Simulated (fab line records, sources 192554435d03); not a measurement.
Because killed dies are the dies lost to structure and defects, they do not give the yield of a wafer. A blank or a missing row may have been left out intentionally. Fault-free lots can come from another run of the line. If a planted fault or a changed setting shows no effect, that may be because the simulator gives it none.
Matching of chambers | flow n5 finfet | rie diel-04 running N5_BEOL_M3_ETCH_69: 4 sister chambers
The step etches SiARC in CF4, target depth 15.6 nm, time 26 s. 4 wafers are shown with their chamber, then 9 later ones without.

## WAFERS PAIRED WITH THEIR CHAMBERS
wafer  | chamber | showerhead plenum p Torr (Torr)
L084.5 | 1       | 2.03
L090.2 | 0       | 2.10
L090.4 | 2       | 2.21
L090.6 | 3       | 2.09

## WAFERS WITHOUT THEIR CHAMBER
wafer  | showerhead plenum p Torr (Torr)
L093.2 | 2.10
L093.4 | 2.09
L093.6 | 2.21
L094.1 | 2.09
L094.2 | 2.10
L094.3 | 2.21
L094.4 | 2.28
L094.5 | 2.21
L094.6 | 2.28

## THE CHAMBER EACH PASSED THROUGH
wafer  | from the rows above          | in truth
L093.2 | can't be placed: 0 or 3      | 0
L093.4 | can't be placed: 3 or 0 or 1 | 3
L093.6 | 2                            | 2
L094.1 | can't be placed: 3 or 0 or 1 | 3
L094.2 | can't be placed: 0 or 3      | 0
L094.3 | 2                            | 2
L094.4 | 2                            | 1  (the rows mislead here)
L094.5 | 2                            | 2
L094.6 | 2                            | 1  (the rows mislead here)
3 of 9 placed correctly. Cannot be placed on the basis of these rows: 4; the candidates contain the true chamber in 4. Wrongly placed: 2.
How it was worked out, from the rows above alone: a wafer's distance from a chamber is the root of the sum, over the readings, of the square of ((its reading less the chamber's mean) divided by the reading's scatter). If the next closest chamber is less than 2 further off than the closest, the wafer can't be placed; otherwise it belongs to the closest. For every chamber, the mean is computed from those of its wafers that are shown. The scatter (one wafer shown for each chamber): square how far every hidden wafer sits from the nearest shown wafer, average those squares and take the square root.
